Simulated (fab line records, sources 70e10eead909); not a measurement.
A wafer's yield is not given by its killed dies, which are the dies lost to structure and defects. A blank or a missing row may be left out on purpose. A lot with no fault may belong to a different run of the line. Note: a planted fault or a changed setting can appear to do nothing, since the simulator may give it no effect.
fab line records	flow nandHarc
[record] lots = 6	wafers = 18	lastDay = 32
route steps=1302 shown A_CHANNEL_HOLE_D1@482 A_CHANNEL_FILL_D1@490 END@1302
lots that met no fault: taken from a fault-free run of the same line
startH: hours from the record's first day to the start of the lot's first wafer shown	waitH: hours from the lot's prior step to this one	" unchanged from the row above	L1.1+2: a single row standing in for several wafers	- no value, or no start given	* or withheld: withheld	< > ~ a bound
route shown NAME@n: NAME is a module with steps in the file, n the number in the route of the first one	usual: average and standard deviation across the fault-free wafers	same: alike in all rows	chamber/n: place in a boat	sites: each site's reading	_std_site: how widely they spread, as a standard deviation	_edge_site: mean of outer sites minus mean of inner sites	radiusMm: for every site, how far away it sits from the centre of the wafer	mask NAME#n: copy n	behind: the last tool/chamber to shape the wafer	hold: reason for holding the lot/hours on hold/outcome of the hold	device: transistor that didn't switch, given as n, p or np	end of line: at the end of the route, the tests of the same wafers	a step with no rows: only its recipe	killed: not the wafer's yield, but the dies lost to structure and defects at the first sort	map: a wafer's dies, marking killed ones x, the rest . and places with no die _
set.NAME: the setting the step ran with; set.NAME@STEP: the setting that earlier step ran with	model.NAME: the simulator's own value behind a step, which no gauge read
certain route steps with their lots: each step a table, each wafer a row
services: a tool's chamber out of use, with start hour (startH, from the record's first day; less than 0 if before it), hours out, and reason
[[steps]]
[step NHARC_A_CHANNEL_HOLE_D1_STRIP_43]
[recipe] o2FlowSccm = 400	cosFlowSccm = 20	arFlowSccm = 0	biasW = 0	chemistry = O2/COS
[step NHARC_A_CHANNEL_HOLE_D1_ETCH_44]
[recipe] targetDepthA = 1400	overetchA = 140	timeS = 77	ionEnergyEv = 100	cf4FlowSccm = 80	o2FlowSccm = 20	arFlowSccm = 0	rfW = 300	biasW = 100	chemistry = CF4/O2
[usual] biasW = 100.0/0.31	drypumpMotorCurrentA = 5.7/0.34	oesProductAu = 1.001/0.0073	rfVppV = 198.2/1.5	showerheadPlenumPTorr = 1.36/0.059	throttleValvePct = 13.396/0.0088
lot.wafer	tool	chamber	startH	waitH	biasW	drypumpMotorCurrentA	oesProductAu	rfHoursCounterH	rfVppV	showerheadPlenumPTorr	throttleValvePct
L280.2	rieDiel-10	1	233.61	0.1	99.7	5.7	0.998	12	198.8	1.33	13.399
L280.5	"	1	"	"	99.7	5.7	1.002	-	198.2	1.33	13.408
L280.6	"	2	"	"	99.8	5.5	1.009	-	200.0	1.43	13.392
L284.1	rieDiel-10	3	273.29	0.1	99.7	5.3	1.016	3	197.3	1.29	13.406
L284.5	"	3	"	"	99.5	5.3	1.017	-	196.1	1.29	13.404
L284.6	"	0	"	"	100.1	5.7	1.006	-	199.0	1.39	13.392
L285.2	rieDiel-02	3	293.83	0.1	100.2	5.9	1.007	26	196.0	1.25	13.409
L285.4	"	0	"	"	100.2	6.0	1.002	28	197.8	1.31	13.401
L285.3	"	1	"	"	100.0	5.4	0.999	27	199.6	1.43	13.398
L287.2	rieDiel-08	0	302.26	0.1	100.3	6.4	0.998	33	196.8	1.31	13.392
L287.1	"	1	"	"	99.7	5.7	1.008	35	196.5	1.31	13.406
L287.5	"	0	"	"	100.0	6.4	0.995	-	197.7	1.31	13.402
L294.3	rieDiel-10	1	370.58	0.1	100.1	5.7	0.997	9	197.2	1.32	13.401
L294.4	"	1	"	"	99.8	5.7	0.984	-	197.4	1.32	13.384
L294.6	"	2	"	"	100.3	5.6	0.994	-	200.5	1.43	13.393
L296.1	rieDiel-10	0	394.85	0.1	100.2	5.6	1.004	13	200.5	1.39	13.415
L296.3	"	1	"	"	100.2	5.7	0.991	10	195.7	1.32	13.401
L296.2	"	2	"	"	100.1	5.5	1.002	16	199.6	1.43	13.395
[step NHARC_A_CHANNEL_HOLE_D1_STRIP_27]
[recipe] o2FlowSccm = 500	arFlowSccm = 0	biasW = 0	chemistry = O2
[usual] drypumpMotorCurrentA = 5.7/0.32	oesProductAu = 1.002/0.0077	rfVppV = 57.9/0.86	showerheadPlenumPTorr = 3.58/0.15	throttleValvePct = 17.035/0.009
[same] biasW = 0
lot.wafer	tool	chamber	startH	waitH	drypumpMotorCurrentA	oesProductAu	rfHoursCounterH	rfVppV	showerheadPlenumPTorr	throttleValvePct
L280.2	rieDiel-10	0	-	-	5.6	0.992	11	57.9	3.68	17.035
L280.5	"	3	"	"	5.4	1.001	-	58.0	3.42	17.032
L280.6	"	0	"	"	5.6	1.000	-	59.2	3.68	17.035
L284.1	rieDiel-10	0	-	-	5.7	1.001	3	58.2	3.68	17.044
L284.5	"	0	"	"	5.7	1.000	-	57.9	3.68	17.046
L284.6	"	3	"	"	5.4	1.001	-	57.5	3.41	17.051
L285.3	rieDiel-02	3	-	-	5.9	1.005	26	57.8	3.33	17.031
L285.4	"	0	"	"	5.9	1.005	28	58.2	3.47	17.043
L285.2	"	2	"	"	6.6	0.991	23	58.8	3.65	17.042
L287.2	rieDiel-08	2	-	-	6.3	1.005	36	57.3	3.59	17.027
L287.1	"	1	"	"	5.7	1.000	35	57.0	3.46	17.025
L287.5	"	3	"	"	6.1	1.007	-	57.3	3.75	17.047
L294.3	rieDiel-10	2	-	-	5.6	0.999	14	57.8	3.76	17.050
L294.4	"	1	"	"	5.7	0.989	-	56.3	3.50	17.038
L294.6	"	0	"	"	5.7	0.989	-	58.9	3.68	17.044
L296.3	rieDiel-10	1	-	-	5.7	0.997	10	58.5	3.50	17.045
L296.2	"	2	"	"	5.6	1.006	16	57.2	3.76	17.037
L296.1	"	3	"	"	5.4	0.997	13	56.0	3.41	17.016
[step NHARC_A_CHANNEL_HOLE_D1_PRECLEAN_28]
[recipe] timeS = *	tempC = 50	bathAgeMin = 0	chemistry = SC1
[step NHARC_A_CHANNEL_HOLE_D1_SRD_29]
[step NHARC_A_CHANNEL_HOLE_D1_CD_MEAS_30]
[usual] cdNm = 90.3/0.99
lot.wafer	tool	chamber	startH	waitH	cdNm
L280.2	cdSem-01	-	234.40	-	88.1
L280.5	"	-	"	"	88.5
L280.6	"	-	"	"	89.7
L284.1	cdSem-01	-	274.20	-	90.5
L284.5	"	-	"	"	89.9
L284.6	"	-	"	"	91.3
L285.2	cdSem-03	-	294.64	-	89.4
L285.3	"	-	"	"	90.1
L285.4	"	-	"	"	90.7
L287.1	cdSem-01	-	303.04	-	89.5
L287.2	"	-	"	"	89.9
L287.5	"	-	"	"	90.5
L294.3	cdSem-01	-	371.49	-	88.3
L294.4	"	-	"	"	90.5
L294.6	"	-	"	"	90.6
L296.1	cdSem-02	-	395.65	-	89.6
L296.2	"	-	"	"	91.0
L296.3	"	-	"	"	89.4
[step NHARC_A_CHANNEL_HOLE_D1_XSEM_31]
[recipe] landingEnergyEv = 35000
[usual] botCdNm = 74.8/1	bowNm = 8.69/0.21	tiltDeg = 0.07/0.036
lot.wafer	tool	chamber	startH	waitH	botCdNm	bowNm	tiltDeg
L280.2	xsem-01	0	234.49	0.1	72.5	9.12	0.04
L280.5	"	0	"	"	73.8	9.07	0.04
L280.6	"	0	"	"	75.0	8.99	0.04
L284.1	xsem-02	0	274.29	0.1	74.7	8.93	0.09
L284.5	"	0	"	"	74.6	8.98	0.09
L284.6	"	0	"	"	75.6	8.98	0.09
L285.2	xsem-02	0	294.74	0.1	74.7	8.47	0.08
L285.3	"	0	"	"	76.1	8.47	0.09
L285.4	"	0	"	"	76.5	8.56	0.08
L287.1	xsem-01	0	303.13	0.1	76.0	8.88	0.13
L287.2	"	0	"	"	74.2	8.89	0.13
L287.5	"	0	"	"	75.6	8.91	0.13
L294.3	xsem-02	0	371.58	0.1	72.5	8.51	0.04
L294.4	"	0	"	"	74.6	8.53	0.04
L294.6	"	0	"	"	74.5	8.43	0.04
L296.1	xsem-02	0	395.74	0.1	73.7	8.70	0.07
L296.2	"	0	"	"	74.5	8.66	0.07
L296.3	"	0	"	"	73.1	8.66	0.07
[step NHARC_A_CHANNEL_HOLE_D1_INSPECT_40]
[usual] rawDefectCount = 79/25
lot.wafer	tool	chamber	startH	waitH	rawDefectCount
L280.2	defectInspect-02	-	234.60	-	56
L280.5	"	-	"	"	82
L280.6	"	-	"	"	78
L284.1	defectInspect-01	-	274.39	-	75
L284.5	"	-	"	"	53
L284.6	"	-	"	"	56
L285.2	defectInspect-02	-	294.83	-	105
L285.3	"	-	"	"	82
L285.4	"	-	"	"	106
L287.1	defectInspect-02	-	303.23	-	60
L287.2	"	-	"	"	44
L287.5	"	-	"	"	67
L294.3	defectInspect-01	-	371.67	-	77
L294.4	"	-	"	"	50
L294.6	"	-	"	"	30
L296.1	defectInspect-01	-	395.84	-	56
L296.2	"	-	"	"	71
L296.3	"	-	"	"	59
[step NHARC_A_CHANNEL_FILL_D1_PRECLEAN_00]
[recipe] timeS = *	tempC = 50	bathAgeMin = 0	chemistry = SC1
[step NHARC_A_CHANNEL_FILL_D1_SRD_01]
[step NHARC_A_CHANNEL_FILL_D1_ALD_02]
[recipe] targetThkA = 60	pulseTimeS = 10	aldCycles = 60	tempC = 300	material = SiO2
[usual] aldCycles = 60/0	heaterPowerW = 457/61	precursorPulseHeightRel = 1.002/0.02
lot.wafer	tool	chamber	startH	waitH	aldCycles	heaterPowerW	precursorPulseHeightRel
L280.2	aldHk-01	3	234.79	-	60	353	1.004
L280.5	"	3	"	"	60	362	1.001
L280.6	"	0	"	"	60	484	0.986
L284.1	aldHk-02	1	274.58	-	60	431	1.015
L284.6	"	1	"	"	60	430	0.985
L284.5	"	2	"	"	60	521	1.014
L285.3	aldHk-04	2	295.10	-	60	431	1.032
L285.4	"	3	"	"	60	491	0.963
L285.2	"	0	"	"	60	483	1.002
L287.1	aldHk-02	0	303.71	-	60	371	0.986
L287.2	"	1	"	"	60	421	1.018
L287.5	"	3	"	"	60	445	1.004
L294.4	aldHk-04	3	372.02	-	60	492	1.005
L294.3	"	0	"	"	60	484	0.967
L294.6	"	1	"	"	60	588	0.980
L296.2	aldHk-04	2	396.04	-	60	436	0.988
L296.3	"	0	"	"	60	479	1.009
L296.1	"	1	"	"	60	579	0.980
[step NHARC_A_CHANNEL_FILL_D1_ALD_03]
[recipe] targetThkA = 60	pulseTimeS = 60	aldCycles = 58	tempC = 630	pressureTorr = 2	material = SiNx
[step NHARC_A_CHANNEL_FILL_D1_ALD_14]
[recipe] targetThkA = 25	pulseTimeS = 10	aldCycles = 25	tempC = 300	material = SiO2
[usual] aldCycles = 25/0	heaterPowerW = 454/61	precursorPulseHeightRel = 0.999/0.019
lot.wafer	tool	chamber	startH	waitH	aldCycles	heaterPowerW	precursorPulseHeightRel
L280.2	aldHk-04	3	241.95	0.2	25	479	1.017
L280.5	"	0	"	"	25	473	0.995
L280.6	"	1	"	"	25	570	1.038
L284.1	aldHk-04	1	282.03	0.0	25	565	0.985
L284.5	"	1	"	"	25	601	0.994
L284.6	"	2	"	"	25	443	1.004
L285.3	aldHk-04	3	302.06	0.0	28	494	0.982
L285.2	"	0	"	"	28	484	1.052
L285.4	"	2	"	"	28	436	0.978
L287.2	aldHk-04	2	310.92	0.1	28	431	1.001
L287.1	"	3	"	"	28	472	1.046
L287.5	"	2	"	"	28	447	1.025
L294.3	aldHk-02	2	378.90	0.1	25	513	0.984
L294.4	"	3	"	"	25	460	0.994
L294.6	"	1	"	"	25	428	0.997
L296.2	aldHk-01	2	403.07	0.0	25	414	0.999
L296.3	"	0	"	"	25	473	1.004
L296.1	"	1	"	"	25	413	0.999
[step NHARC_A_CHANNEL_FILL_D1_ALD_15]
[recipe] targetThkA = 20	pulseTimeS = 60	aldCycles = 19	tempC = 630	pressureTorr = 2	material = SiNx
[usual] aldCycles = 19/0	precursorPulseHeightRel = 0.998/0.021
lot.wafer	tool	chamber	startH	waitH	aldCycles	precursorPulseHeightRel
L280.2	aldSinBatch-03	0	-	-	19	1.011
L280.5	"	0	"	"	19	1.016
L280.6	"	0	"	"	19	1.010
L284.1	aldSinBatch-03	0	-	-	19	1.014
L284.5	"	0	"	"	19	0.961
L284.6	"	0	"	"	19	1.022
L285.2	aldSinBatch-01	0	-	-	19	0.986
L285.3	"	0	"	"	19	1.000
L285.4	"	0	"	"	19	1.021
L287.1	aldSinBatch-01	0	-	-	19	0.985
L287.2	"	0	"	"	19	0.998
L287.5	"	0	"	"	19	0.989
L294.3	aldSinBatch-01	0	-	-	19	1.017
L294.4	"	0	"	"	19	1.024
L294.6	"	0	"	"	19	1.002
L296.1	aldSinBatch-02	0	406.42	3.0	19	1.014
L296.2	"	0	"	"	19	1.020
L296.3	"	0	"	"	19	0.988
[step NHARC_END_SORT_01]
[recipe] tempC = 25
[usual] killedAtArray = 59/19	killedAtOther = 0.6/0.85	killedAtPeriphery = 3.8/2.5	killedDies = 64/19	killedOpen = 3.3/1.8	killedShort = 2.2/1.6
[same] grossDies = 677
lot.wafer	tool	chamber	startH	waitH	killedAtArray	killedAtOther	killedAtPeriphery	killedDies	killedOpen	killedShort
L285.2	prober-01	0	682.48	2.8	87	1	6	94	6	4
L285.3	prober-01	0	683.28	3.1	77	4	4	85	0	0
L285.4	prober-01	0	684.08	3.4	73	1	3	77	6	1
L294.3	prober-02	0	766.57	3.1	21	1	2	24	1	1
L294.4	prober-02	0	767.37	3.4	35	1	2	38	3	0
L294.6	prober-02	0	768.97	4.0	37	1	2	40	3	2
L296.1	prober-01	0	772.14	2.5	60	0	3	63	3	3
L296.2	prober-01	0	772.95	2.8	64	0	4	68	3	3
L296.3	prober-01	0	773.76	3.1	66	1	4	71	4	4
// killed by level:class
L285.2 A_CHANNEL_HOLE_D1:chamberFilmFlake=39 A_SLIT:chamberFilmFlake=26 A_STAIRCASE:chamberFilmFlake=8 A_CONTACT:chamberFilmFlake=4 A_CHANNEL_FILL_D1:geometricParticle:short=3 P_CONTACT:geometricParticle:open=2 P_GATE:chamberFilmFlake=2 P_GATE:geometricParticle:open=1
L285.3 A_CHANNEL_HOLE_D1:chamberFilmFlake=35 A_SLIT:chamberFilmFlake=32 A_STAIRCASE:chamberFilmFlake=5 THIN_TSV:chamberFilmFlake=4 A_WL_FILL:chamberFilmFlake=3 P_GATE:chamberFilmFlake=2 P_BONDPAD:chamberFilmFlake=2 A_CONTACT:chamberFilmFlake=2
L285.4 A_SLIT:chamberFilmFlake=28 A_CHANNEL_HOLE_D1:chamberFilmFlake=27 A_STAIRCASE:chamberFilmFlake=7 A_ONON_D1:geometricParticle:open=2 P_BONDPAD:chamberFilmFlake=2 A_CHANNEL_HOLE_D2:chamberFilmFlake=2 A_CHANNEL_FILL_D1:geometricParticle:open=1 A_DECK1_JOINT:geometricParticle:open=1
L294.3 A_CHANNEL_HOLE_D1:chamberFilmFlake=15 A_SLIT:chamberFilmFlake=3 P_GATE:geometricParticle:open=1 STARTING-WAFER:geometricParticle:short=1 P_GATE:chamberFilmFlake=1 A_ZERO_WELL:chamberFilmFlake=1 A_DECK1_JOINT:chamberFilmFlake=1 A_STAIRCASE:chamberFilmFlake=1
L294.4 A_CHANNEL_HOLE_D1:chamberFilmFlake=9 A_SLIT:chamberFilmFlake=7 A_DECK1_JOINT:chamberFilmFlake=6 A_STAIRCASE:chamberFilmFlake=3 A_CONTACT:chamberFilmFlake=3 A_M1:chamberFilmFlake=3 P_CONTACT:geometricParticle:open=1 A_CONTACT:geometricParticle:open=1
L294.6 A_CHANNEL_HOLE_D1:chamberFilmFlake=11 A_SLIT:chamberFilmFlake=10 A_STAIRCASE:chamberFilmFlake=5 A_M1:chamberFilmFlake=3 A_CONTACT:chamberFilmFlake=2 P_CONTACT:geometricParticle:open=1 A_CHANNEL_HOLE_D1:geometricParticle:open=1 A_CHANNEL_FILL_D2:geometricParticle:open=1
L296.1 A_CHANNEL_HOLE_D2:chamberFilmFlake=21 A_CONTACT:chamberFilmFlake=10 A_CHANNEL_HOLE_D1:chamberFilmFlake=9 A_STAIRCASE:chamberFilmFlake=7 A_SLIT:chamberFilmFlake=4 P_STI:chamberFilmFlake=2 A_ONON_D1:geometricParticle:short=1 A_ONON_D2:geometricParticle:short=1
L296.2 A_CHANNEL_HOLE_D2:chamberFilmFlake=26 A_STAIRCASE:chamberFilmFlake=11 A_CHANNEL_HOLE_D1:chamberFilmFlake=8 A_CONTACT:chamberFilmFlake=8 A_SLIT:chamberFilmFlake=4 P_STI:chamberFilmFlake=3 A_M1:geometricParticle:open=2 A_CHANNEL_FILL_D1:geometricParticle:short=1
L296.3 A_CHANNEL_HOLE_D2:chamberFilmFlake=25 A_CHANNEL_HOLE_D1:chamberFilmFlake=11 A_STAIRCASE:chamberFilmFlake=8 A_CONTACT:chamberFilmFlake=7 A_SLIT:chamberFilmFlake=6 P_STI:chamberFilmFlake=3 A_CHANNEL_FILL_D1:geometricParticle:short=1 A_CHANNEL_FILL_D1:geometricParticle:open=1
[[services]]
tool	chamber	startH	hours	kind
rieDiel-02	-	216.70	9.0	pm
rieDiel-10	0	221.76	-	clean
rieDiel-10	1	221.76	-	clean
rieDiel-10	2	221.76	-	clean
rieDiel-10	-	242.76	9.0	pm
aldSinBatch-02	-	266.00	26.0	pm
rieDiel-02	2	272.19	1.5	repair
rieDiel-08	1	283.86	1.2	repair
aldHk-04	-	296.23	1.0	repair
rieDiel-02	0	304.79	9.6	repair
rieDiel-02	2	306.82	7.8	repair
rieDiel-02	3	337.15	5.8	repair
aldHk-02	-	349.16	10.0	pm
rieDiel-08	1	349.31	3.2	repair
rieDiel-02	3	353.28	2.9	repair
rieDiel-10	0	361.11	7.6	repair
rieDiel-10	3	361.83	9.2	repair
rieDiel-08	3	363.40	7.2	repair
rieDiel-08	-	368.69	9.0	pm
rieDiel-02	1	371.08	4.7	repair
xsem-01	-	374.00	14.0	pm
rieDiel-10	1	377.76	13.8	repair
rieDiel-02	-	393.70	9.0	pm
rieDiel-08	0	396.13	5.1	repair
[[key]]
[firstSign] step = NHARC_A_CHANNEL_FILL_D1_ALD_14	reading = aldCycles	direction = up	sigmas = 99+	usual = 25	struck = 28
effect none on later readings
metAt NHARC_A_CHANNEL_FILL_D1_ALD_14
struckWafers L285.2,L285.3,L285.4,L287.1,L287.2,L287.5
testerLeftOut L285,L287
onsetBetween 282.03 302.06
[fault] kind = processParameterDrift	tool = aldHk-04	chamber = -	onsetH = 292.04	steps = NHARC_A_CHANNEL_FILL_D1_ALD_14	channel = aldCycles	offset = 3	shape = step	endH = 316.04	actsIn = theseRecipesOnly	stated = 25
// testerLeftOut: of these lots the tester's yield and bins aren't shown, on N5 and GAA mostly nor the transistor test; their killed dies are dies lost to structure and defects alone, not to doping, threshold or leakage, so they don't give the yield
